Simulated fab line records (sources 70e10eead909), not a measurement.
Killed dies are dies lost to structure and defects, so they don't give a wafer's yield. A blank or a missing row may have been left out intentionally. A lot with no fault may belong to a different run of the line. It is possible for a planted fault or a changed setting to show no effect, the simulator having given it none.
Chamber matching	flow nand_harc	NHARC_A_CHANNEL_FILL_D1_CMP_10 on cmp-03: 4 sister chambers
The step polishes, target thk 150 nm. 4 wafers are shown with their chamber, then 11 later ones without.

WAFERS PAIRED WITH THEIR CHAMBERS
wafer	chamber	motor_current_A (A)
L088.3	2	13.4
L089.1	3	14.1
L089.3	1	11.2
L091.2	0	11.3

WAFERS MISSING THEIR CHAMBER
wafer	motor_current_A (A)
L091.5	14.3
L091.6	11.2
L092.1	13.6
L092.5	10.3
L092.6	14.0
L093.1	13.2
L093.3	11.6
L093.6	13.3
L097.1	11.1
L097.5	11.9
L097.6	10.9

THE CHAMBER EACH PASSED THROUGH
wafer	from the rows above	in truth
L091.5	can't be placed: 3 or 2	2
L091.6	can't be placed: 1 or 0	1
L092.1	can't be placed: 2 or 3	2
L092.5	can't be placed: 1 or 0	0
L092.6	can't be placed: 3 or 2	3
L093.1	can't be placed: 2 or 3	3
L093.3	can't be placed: 0 or 1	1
L093.6	can't be placed: 2 or 3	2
L097.1	can't be placed: 1 or 0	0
L097.5	can't be placed: 0 or 1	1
L097.6	can't be placed: 1 or 0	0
0 of 11 placed correctly. Unplaceable from these rows: 11, with the true chamber sitting among the candidates in 11. 0 placed wrongly.
How it was worked out, from the rows above alone: a wafer's distance from a chamber is the root of the sum, over the readings, of the square of ((its reading less the chamber's mean) divided by the reading's scatter). If the next closest chamber is less than 2 further off than the closest, the wafer can't be placed; otherwise it belongs to the closest. A chamber's mean is the mean of its shown wafers. The scatter: with one shown wafer a chamber, the root of the mean of the squares of how far each hidden wafer lies from its nearest shown one.
